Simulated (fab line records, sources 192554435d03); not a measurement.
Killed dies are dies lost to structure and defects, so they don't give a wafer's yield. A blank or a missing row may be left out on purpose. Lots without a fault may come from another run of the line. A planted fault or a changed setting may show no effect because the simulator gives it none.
Which tool did it? | flow n5_finfet | 11 lots, 33 wafers sampled, at 5 steps of a route of 1938

WHAT THE GAUGES READ, wafer by wafer
The record holds no reading of a measuring or inspecting step that can be judged against a usual standard deviation.

WHICH TOOL RAN EACH LOT (tool, then ch and the chambers of the sampled wafers, then the start)
lot  | N5_SD_EPI_N_ETCH_35               | N5_SD_EPI_N_SD_RECESS_17        | N5_SD_EPI_N_STRIP_38                | N5_SD_EPI_N_PRECLEAN_49            | N5_PASSIVATION_PROBE_49
L940 | rie_diel-05 ch 0,3, day 3 13:22   | rie_si-02 ch 1,2,3, day 3 13:57 | plasma_asher-02 ch 1, day 3 14:10   | remote_plasma-02 ch 1, day 3 16:55 | -
L941 | rie_diel-03 ch 0,3, day 3 20:08   | rie_si-01 ch 0,1,2, day 3 20:44 | plasma_asher-02 ch 0,1, day 3 20:49 | remote_plasma-01 ch 1, day 3 23:35 | -
L942 | rie_diel-01 ch 1,2,3, day 4 02:14 | rie_si-02 ch 0,1,3, day 4 02:49 | plasma_asher-02 ch 0,1, day 4 02:55 | remote_plasma-02 ch 1, day 4 06:22 | -
L943 | rie_diel-01 ch 0,1,3, day 4 07:20 | rie_si-02 ch 1,2,3, day 4 07:56 | plasma_asher-01 ch 0,1, day 4 08:02 | remote_plasma-02 ch 0, day 4 13:48 | -
L944 | rie_diel-05 ch 1,2,3, day 4 14:14 | rie_si-04 ch 0,1,3, day 4 14:50 | plasma_asher-02 ch 0,1, day 4 14:56 | remote_plasma-01 ch 1, day 4 18:24 | prober-01, day 15 13:08
L953 | rie_diel-03 ch 0,1,3, day 6 17:13 | rie_si-04 ch 1,2,3, day 6 17:49 | plasma_asher-02 ch 0,1, day 6 17:57 | remote_plasma-01 ch 0, day 6 21:25 | prober-01, day 17 05:50
L957 | rie_diel-01 ch 0,3, day 7 20:15   | rie_si-01 ch 0,1,2, day 7 20:51 | plasma_asher-01 ch 0,1, day 7 20:57 | remote_plasma-01 ch 0, day 7 23:41 | -
L958 | rie_diel-03 ch 1,3, day 8 01:54   | rie_si-01 ch 0,1,2, day 8 02:37 | plasma_asher-01 ch 0,1, day 8 02:47 | remote_plasma-02 ch 0, day 8 05:33 | -
L959 | rie_diel-05 ch 0,1,3, day 8 05:52 | rie_si-01 ch 1,2, day 8 06:27   | plasma_asher-02 ch 0,1, day 8 06:33 | remote_plasma-02 ch 0, day 8 09:16 | -
L960 | rie_diel-05 ch 0,1,2, day 8 17:43 | rie_si-01 ch 0,1,3, day 8 18:18 | plasma_asher-01 ch 0,1, day 8 18:24 | remote_plasma-02 ch 1, day 8 21:07 | -
L961 | rie_diel-01 ch 2,3, day 8 19:25   | rie_si-01 ch 1,2,3, day 8 20:01 | plasma_asher-01 ch 0,1, day 8 20:07 | remote_plasma-02 ch 1, day 8 22:49 | -
- N5_SD_EPI_N_ETCH_35: etches SOC in N2/H2, overetch 108 nm, time 486 s.
- N5_SD_EPI_N_SD_RECESS_17: chemistry HBr/Cl2/O2, target depth 41 nm, time 23.7 s, bt time 3 s.
- N5_SD_EPI_N_STRIP_38: strips in N2/H2.
- N5_SD_EPI_N_PRECLEAN_49: cleans in NF3:NH3, afs cycles 1, time 20 s, sublimation time 60 s.
- N5_PASSIVATION_PROBE_49

WHAT THE TOOLS THEMSELVES READ (means of the sampled wafers that have a number; where no wafer has one, the mark that the record gives instead)
N5_SD_EPI_N_ETCH_35. Usual: drypump_motor_current_A 5.7 A, standard deviation 0.41; oes_product_au 0.72 a.u., standard deviation 0.09; rf_vpp_V 240.6 V, standard deviation 1.7; showerhead_plenum_p_Torr 2.53 Torr, standard deviation 0.11; throttle_valve_pct 23.8 %, standard deviation 0.34.
lot  | tool        | drypump_motor_current_A (A) | oes_product_au (a.u.) | rf_vpp_V (V) | showerhead_plenum_p_Torr (Torr) | throttle_valve_pct (%) | flag
L940 | rie_diel-05 | 5.5                         | 0.71                  | 239.2        | 2.47                            | 24.0                   |
L941 | rie_diel-03 | 5.9                         | 0.64                  | 239.5        | 2.44                            | 23.5                   |
L942 | rie_diel-01 | 5.8                         | 0.69                  | 240.0        | 2.46                            | 23.8                   |
L943 | rie_diel-01 | 6.0                         | 0.69                  | 240.4        | 2.47                            | 24.1                   |
L944 | rie_diel-05 | 5.5                         | 0.69                  | 241.3        | 2.61                            | 23.9                   |
L953 | rie_diel-03 | 5.8                         | 0.69                  | 241.1        | 2.54                            | 23.7                   |
L957 | rie_diel-01 | 6.2                         | 0.80                  | 241.4        | 2.62                            | 23.8                   |
L958 | rie_diel-03 | 5.8                         | 0.73                  | 241.7        | 2.64                            | 23.9                   |
L959 | rie_diel-05 | 5.5                         | 0.72                  | 239.8        | 2.49                            | 24.0                   |
L960 | rie_diel-05 | 5.6                         | 0.76                  | 239.9        | 2.51                            | 23.9                   |
L961 | rie_diel-01 | 5.6                         | 0.81                  | 240.8        | 2.54                            | 23.3                   |

N5_SD_EPI_N_SD_RECESS_17. Usual: drypump_motor_current_A 5.8 A, standard deviation 0.44; oes_product_au 0.996 a.u., standard deviation 0.014; throttle_valve_pct 37.1 %, standard deviation 0.34.
lot  | tool      | drypump_motor_current_A (A) | oes_product_au (a.u.) | throttle_valve_pct (%) | flag
L940 | rie_si-02 | 5.9                         | 0.999                 | 37.5                   |
L941 | rie_si-01 | 6.1                         | 1.002                 | 37.0                   |
L942 | rie_si-02 | 5.8                         | 1.012                 | 37.5                   |
L943 | rie_si-02 | 5.9                         | 0.999                 | 37.5                   |
L944 | rie_si-04 | 5.4                         | 0.988                 | 37.0                   |
L953 | rie_si-04 | 5.3                         | 1.000                 | 36.9                   |
L957 | rie_si-01 | 6.0                         | 0.994                 | 37.0                   |
L958 | rie_si-01 | 6.0                         | 0.999                 | 37.0                   |
L959 | rie_si-01 | 6.1                         | 0.992                 | 36.7                   |
L960 | rie_si-01 | 6.0                         | 0.984                 | 36.8                   |
L961 | rie_si-01 | 6.0                         | 0.991                 | 36.8                   |

N5_SD_EPI_N_STRIP_38. Usual: drypump_motor_current_A 6.08 A, standard deviation 0.12; heater_power_w 318 W, standard deviation 31; oes_product_au 0.759 a.u., standard deviation 0.011.
lot  | tool            | drypump_motor_current_A (A) | heater_power_w (W) | oes_product_au (a.u.) | flag
L940 | plasma_asher-02 | 6.15                        | 336                | 0.758                 |
L941 | plasma_asher-02 | 6.04                        | 306                | 0.766                 |
L942 | plasma_asher-02 | 6.11                        | 320                | 0.765                 |
L943 | plasma_asher-01 | 6.16                        | 311                | 0.762                 |
L944 | plasma_asher-02 | 6.03                        | 307                | 0.761                 |
L953 | plasma_asher-02 | 6.04                        | 306                | 0.755                 |
L957 | plasma_asher-01 | 6.03                        | 335                | 0.748                 |
L958 | plasma_asher-01 | 6.02                        | 335                | 0.775                 |
L959 | plasma_asher-02 | 6.07                        | 303                | 0.758                 |
L960 | plasma_asher-01 | 6.05                        | 339                | 0.754                 |
L961 | plasma_asher-01 | 6.02                        | 334                | 0.769                 |

N5_PASSIVATION_PROBE_49. Usual: killed_at_M0_to_M3 33, standard deviation 11; killed_at_M4_up 14, standard deviation 5; killed_at_contacts 11, standard deviation 7.3; killed_at_front_end 43, standard deviation 12; killed_at_other 4, standard deviation 3.1; killed_dies 106, standard deviation 17; killed_open 69, standard deviation 13; killed_short 34, standard deviation 8.7.
lot  | tool      | killed_at_M0_to_M3 | killed_at_M4_up | killed_at_contacts | killed_at_front_end | killed_at_other | killed_dies | killed_open | killed_short | flag
L944 | prober-01 | 37                 | 25              | 12                 | 32                  | 6               | 112         | 81          | 31           |
L953 | prober-01 | 30                 | 14              | 9                  | 62                  | 7               | 121         | 82          | 34           |

THE ANSWER, worked out from the rows above alone
Rule: a lot is off if the mean of its wafers that have a number lies more than 3 standard deviations from the usual mean. A lot without any number at a reading at which 4 lots or more have one is off too. The other lots that the step has rows for count as sound. The gauges are gone through in route order, then the tools' own readings, and for those a lot's mean is taken as printed above. The first step at which some lot is off is used, and at that step the reading that is off furthest; a lot without a number counts as furthest.
No lot is off at any reading shown: from this, nothing can be told.

WHAT THE SIMULATOR HAD PUT IN
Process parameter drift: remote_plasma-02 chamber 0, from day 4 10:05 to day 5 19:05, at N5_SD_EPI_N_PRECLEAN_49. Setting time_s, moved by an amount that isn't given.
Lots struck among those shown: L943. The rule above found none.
